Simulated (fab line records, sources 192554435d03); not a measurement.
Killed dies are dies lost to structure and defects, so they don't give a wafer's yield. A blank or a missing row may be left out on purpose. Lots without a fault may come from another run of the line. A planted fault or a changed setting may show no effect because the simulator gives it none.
A struck lot beside a sound one | flow n5_finfet | 39 steps out of a route of 1938
Sound: wafers L129.1, L129.5, L129.6. Struck: wafers L137.2, L137.3, L137.5. The cause comes at the end.
At each step with rows: each side's tool, then ch and its chambers, then its first start. Under that, the readings that differ: sound wafers | struck wafers | difference of the means | sigmas: that difference in standard deviations of wafers without a fault.
alike: readings whose means differ by less than 2 such deviations, and words and numbers that are the same on both sides. not compared: withheld readings, readings that some wafer has no value for, bounds like >300 that may hide the same value, and numbers for which the record gives no deviation and whose values overlap.
The two part at a step that has a row with sigmas, a row that says differs or no value, or rows on one side only. Numbers that don't overlap but have no deviation are shown without sigmas and don't part them. A reading that every wafer of one side lacks parts them only if that side has two wafers or more.

first, 9 steps without rows for these wafers: N5_BEOL_M4_ANNEAL_95 (time 240 s); N5_BEOL_M4_SPUTTER_96 (material Cu, target thk 4.5 nm, time 8.29 s); N5_BEOL_M4_ECD_50 (material Cu, target thk 300 nm); N5_BEOL_M4_ANNEAL_51 (time 90 s); N5_BEOL_M4_CMP_52 (polishes, stops on SiOC, t overpolish 6.8 s, target thk 40 nm); N5_BEOL_M4_PRE_CLEAN_60 (time 15 s); N5_BEOL_M4_CO_CAP_55 (material Co, precursor CCTBA/H2, target thk 2 nm, time 102.1 s); N5_BEOL_M4_PRE_CLEAN_56 (time 15 s); N5_BEOL_M4_DEP_57 (deposits SiCN from 3MS/NH3, target thk 8 nm, time 14 s).
N5_BEOL_M4_RC_MEAS_101:
  sound on prober-01 ch 0, day 10 05:14; struck on prober-01 ch 0, day 11 14:52
  reading        | sound          | struck         | difference | sigmas
  IOFF_P (nA/um) | 0.27 0.21 0.19 | 0.28 0.41 0.29 | +0.10      | +2
  alike: DIBL_N, DIBL_P, IOFF_N, ION_N, ION_P, SS_N, SS_P, VT_N, VT_P
then, 24 steps without rows for these wafers: N5_BEOL_M5_ILD_DEP_00 (deposits SiCOH lowk from DEMS/porogen, target thk 140.64 nm, time 25.9 s); N5_BEOL_M5_CURE_79 (cures SiCOH lowk, time 240 s); N5_BEOL_M5_PECVD_70 (deposits SiO2 from TEOS/O2, target thk 16 nm, time 18 s); N5_BEOL_M5_HM_DEP_02 (deposits TiN, target thk 20 nm); N5_BEOL_M5_COAT_59 (time 60 s, resist thk 60 nm); N5_BEOL_M5_COAT_60 (time 60 s, resist thk 12 nm); N5_BEOL_M5_COAT_71 (time 60 s, resist thk 5 nm); N5_BEOL_M5_COAT_05 (resist thk 30 nm); N5_BEOL_M5_EBR_07; N5_BEOL_M5_SOFTBAKE_06 (time 60 s); N5_BEOL_M5_EXPOSE_08 (exposes mask M5, target cd 28 nm); N5_BEOL_M5_PEB_09 (peb time 60 s); N5_BEOL_M5_DEVELOP_10 (develop time 30 s); N5_BEOL_M5_DESCUM_16 (chemistry O2, time 7 s); N5_BEOL_M5_ETCH_72 (etches underlayer in N2/H2, target depth 6.5 nm, time 5.2 s); N5_BEOL_M5_ETCH_61 (etches SiARC in CF4, target depth 15.6 nm, time 26 s); N5_BEOL_M5_ETCH_62 (etches SOC in N2/H2, target depth 75 nm, overetch 15 nm, time 112.5 s); N5_BEOL_M5_STRIP_63 (strips in N2/H2); N5_BEOL_M5_STRIP_73 (strips in N2/H2); N5_BEOL_M5_STRIP_64 (strips in CF4); N5_BEOL_M5_HM_OPEN_17 (chemistry Cl2/BCl3, target TiN, target depth 20 nm, overetch 6 nm); N5_BEOL_M5_STRIP_19 (strips in O2); N5_BEOL_M5_COAT_65 (time 60 s, resist thk 60 nm); N5_BEOL_M5_COAT_66 (time 60 s, resist thk 12 nm).
N5_BEOL_M9_ILD_DEP_00: deposits SiCOH lowk from DEMS/porogen, target thk 308.51 nm, time 58 s.
  sound on pecvd-02 ch 0,1, day 11 23:39; struck on pecvd-02 ch 1,2, day 13 05:48
  alike: chamber_pressure_Torr, heater_power_w, showerhead_plenum_p_Torr, throttle_valve_pct
N5_BEOL_M9_CURE_71: cures SiCOH lowk, time 240 s.
  sound on uv_cure-02 ch 2, day 11 23:47; struck on uv_cure-02 ch 2, day 13 05:57
  reading                                            | sound           | struck          | difference | sigmas
  model.SiCOH_lowk_of_BEOL_M9_ILD_DEP_00.thk_nm (nm) | 262.4 266 268.8 | 546 543.8 547.6 | +280       |
  alike: lamp_power_pct, wafer_temp_C_max
N5_BEOL_M9_THK_MEAS_01:
  sound on film_metro-01, day 12 00:18; struck on film_metro-02, day 13 06:28
  reading         | sound       | struck      | difference | sigmas
  M9_ILD_THK (nm) | 263 266 269 | 547 544 547 | +280       | +78
N5_BEOL_M9_CMP_52: polishes, stops on SiCOH lowk, t overpolish 7 s, target thk 140 nm.
  sound on cmp-04 ch 0,1,2, day 12 06:56; struck on cmp-04 ch 0,3, day 13 13:28
  reading                                            | sound           | struck          | difference | sigmas
  model.SiCOH_lowk_of_BEOL_M9_ILD_DEP_00.thk_nm (nm) | 259.4 263 265.8 | 543 540.8 544.6 | +280       |
  alike: barrier_field_endpoint_s, motor_current_A, overpolish_run_s, retaining_ring_pressure_frac, time_to_endpoint_s
-- the record jumps here: 3 days lie between the struck wafers' starts before and after (it left off in module BEOL_M9 and takes up again in module PASSIVATION, whose first step shown is number 1936 of the route) --
N5_PASSIVATION_PROBE_49:
  the record has rows for the struck wafers here (prober-01, day 16 12:49) and none for the sound ones

WHERE THEY PART
First at N5_BEOL_M4_RC_MEAS_101; last, within this record, at N5_PASSIVATION_PROBE_49.

WHY: what the simulator had put in
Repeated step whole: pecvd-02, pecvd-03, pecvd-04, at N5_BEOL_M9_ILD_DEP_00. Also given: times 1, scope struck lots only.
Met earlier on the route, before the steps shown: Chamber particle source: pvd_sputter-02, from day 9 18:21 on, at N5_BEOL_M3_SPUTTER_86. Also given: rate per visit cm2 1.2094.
